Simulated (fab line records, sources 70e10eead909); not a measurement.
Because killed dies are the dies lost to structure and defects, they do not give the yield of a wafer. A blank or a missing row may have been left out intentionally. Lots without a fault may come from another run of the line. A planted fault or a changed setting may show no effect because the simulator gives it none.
A lot that was struck, set against a sound lot | flow nand_harc | 26 out of 1302 route steps
Sound: the wafers L214.2, L214.4, L214.6. The struck wafers were L226.2, L226.4, L226.5. At the end, the cause is stated.
Each step with rows lists, per side, the tool, then ch with its chambers, then its first start. Under that, the readings that differ: sound wafers | struck wafers | difference of the means | sigmas: that difference in standard deviations of wafers without a fault.
alike: a reading whose means differ by less than 2 such deviations, as well as words and numbers matching on both sides. not compared: withheld readings; readings where some wafer has no value; bounds like >300 that might hide an equal value; numbers whose values overlap and for which the record gives no deviation.
A row with sigmas, a row that says differs or no value, or rows on one side alone: a step with any of these is where the two part. When numbers do not overlap yet have no deviation, they are printed without sigmas and do not part them. Lack of a reading on every wafer of one side parts them only where that side has two or more wafers.

NHARC_P_CONTACT_DEP_30: deposits SiNx, target thk 30 nm.
  sound on pecvd-03 ch 0,1,2, day 5 23:59; struck on pecvd-03 ch 1,2, day 10 19:09
  alike: heater_power_outer_w, heater_power_w
then, 10 steps without rows for these wafers: NHARC_P_CONTACT_DEP_00 (deposits SiO2, target thk 500 nm); NHARC_P_CONTACT_CMP_01 (polishes SiO2, target thk 200 nm); NHARC_P_CONTACT_SRD_03; NHARC_P_CONTACT_DEHYDRATE_04 (time 120 s); NHARC_P_CONTACT_HMDS_05 (time 30 s); NHARC_P_CONTACT_COAT_33 (time 75 s); NHARC_P_CONTACT_COAT_34 (time 65 s); NHARC_P_CONTACT_COAT_06 (resist thk 90 nm); NHARC_P_CONTACT_SOFTBAKE_07 (time 55 s); NHARC_P_CONTACT_EBR_08.
NHARC_P_CONTACT_EXPOSE_09: exposes mask P CA, target cd 90 nm.
  sound on arfi_scanner-01 ch 0, day 6 01:19; struck on arfi_scanner-01 ch 0, day 10 20:31
  reading | sound                | struck                        | difference | sigmas
  mask    | P_CA#0 P_CA#0 P_CA#0 | P_CA_R1#0 P_CA_R1#0 P_CA_R1#0 | differs    |
then, 2 steps without rows for these wafers: NHARC_P_CONTACT_PEB_10 (peb time 65 s); NHARC_P_CONTACT_DEVELOP_11 (develop time 35 s).
NHARC_P_CONTACT_CD_MEAS_12: the cd target is 90 nm.
  sound on cd_sem-02 ch 0, day 6 01:27; struck on cd_sem-02 ch 0
  reading    | sound          | struck         | difference | sigmas
  cd_nm (nm) | 90.4 90.8 90.5 | 82.6 82.6 83.2 | -7.8       | -17
  not compared: hold
NHARC_P_CONTACT_OVL_MEAS_13:
  sound on overlay-02 at day 6 01:32; struck on overlay-02 at day 10 22:34
  reading | sound | struck                                                                     | difference                   | sigmas
  hold    | - - - | await_dispo/1.6h/release await_dispo/1.6h/release await_dispo/1.6h/release | no value on the sound wafers |
  alike: overlay_x_nm, overlay_y_nm
NHARC_P_CONTACT_INSPECT_14:
  sound on defect_inspect-02 at day 6 01:34; struck on defect_inspect-01 at day 10 22:35
  alike: raw_defect_count
NHARC_P_CONTACT_DESCUM_17: chemistry O2, time 3 s.
  sound on rie_diel-04 ch 0,1,2, day 6 01:38; struck on rie_diel-01 ch 0,1,2, day 10 22:40
  reading                    | sound             | struck            | difference | sigmas
  model.P_CONTACT.cd_nm (nm) | 90.72 90.83 90.49 | 82.47 82.45 82.36 | -8.25      |
  alike: drypump_motor_current_A, oes_product_au, rf_vpp_V, showerhead_plenum_p_Torr, throttle_valve_pct
  not compared: rf_hours_counter_h
NHARC_P_CONTACT_ETCH_35: etches the open film in CF4, target depth 39 nm, time 65 s.
  sound on rie_diel-04 ch 0,3, day 6 01:43; struck on rie_diel-01 ch 1,2, day 10 22:44
  alike: drypump_motor_current_A, oes_product_au, rf_vpp_V, showerhead_plenum_p_Torr, throttle_valve_pct
  not compared: rf_hours_counter_h
NHARC_P_CONTACT_ETCH_36: etches the open film in N2/H2, target depth 260 nm, time 406.25 s.
  sound: rie_diel-04 ch 1,2; struck: rie_diel-01 ch 0,1
  alike: drypump_motor_current_A, oes_product_au, rf_vpp_V, showerhead_plenum_p_Torr, throttle_valve_pct
  not compared: rf_hours_counter_h
NHARC_P_CONTACT_ETCH_18: etches the open film in C4F8/O2/Ar, target depth 481 nm, time 240.5 s.
  sound: rie_diel-04 ch 0,1; struck: rie_diel-01 ch 0,1,3
  alike: oes_product_au, rf_vpp_V
  not compared: rf_hours_counter_h
then, 1 step without rows for these wafers: NHARC_P_CONTACT_STRIP_37 (strips in C4F8/O2/Ar).
NHARC_P_CONTACT_ETCH_31: etches the open film in CH3F/O2, target depth 30 nm, time 85.7 s.
  sound: rie_diel-04 ch 1,2,3; struck: rie_diel-01 ch 0,1,3
  reading                    | sound             | struck            | difference | sigmas
  model.P_CONTACT.cd_nm (nm) | 88.52 89.61 89.66 | 84.28 82.88 83.07 | -5.85      |
  alike: drypump_motor_current_A, oes_product_au, rf_vpp_V, showerhead_plenum_p_Torr, throttle_valve_pct
  not compared: rf_hours_counter_h
NHARC_P_CONTACT_CD_MEAS_19:
  sound on cd_sem-02 at day 6 02:30; struck on cd_sem-01 at day 10 23:44
  reading    | sound          | struck         | difference | sigmas
  cd_nm (nm) | 88.3 89.4 90.0 | 84.7 82.7 83.0 | -5.8       | -5
  not compared: hold
NHARC_P_CONTACT_STRIP_28: strips in O2.
  sound on rie_diel-01 ch 0,1,3, day 6 02:37; struck on rie_diel-12 ch 0,1,3, day 11 01:33
  reading | sound | struck                                                                     | difference                   | sigmas
  hold    | - - - | await_dispo/1.7h/release await_dispo/1.7h/release await_dispo/1.7h/release | no value on the sound wafers |
  alike: drypump_motor_current_A, oes_product_au, rf_vpp_V, showerhead_plenum_p_Torr, throttle_valve_pct
  not compared: rf_hours_counter_h
-- record jumps: 18 days between struck wafers' starts before vs after; left off in module P_CONTACT, resumes in module END, first step shown is number 1302 of the route --
NHARC_END_SORT_01:
  only the struck wafers appear in the record here, on prober-02 ch 0 at day 29 11:16; the sound ones have no rows

## WHERE THEY PART
Earliest at NHARC_P_CONTACT_EXPOSE_09; latest, in this record, at NHARC_END_SORT_01.

WHY: the cause the simulator had injected
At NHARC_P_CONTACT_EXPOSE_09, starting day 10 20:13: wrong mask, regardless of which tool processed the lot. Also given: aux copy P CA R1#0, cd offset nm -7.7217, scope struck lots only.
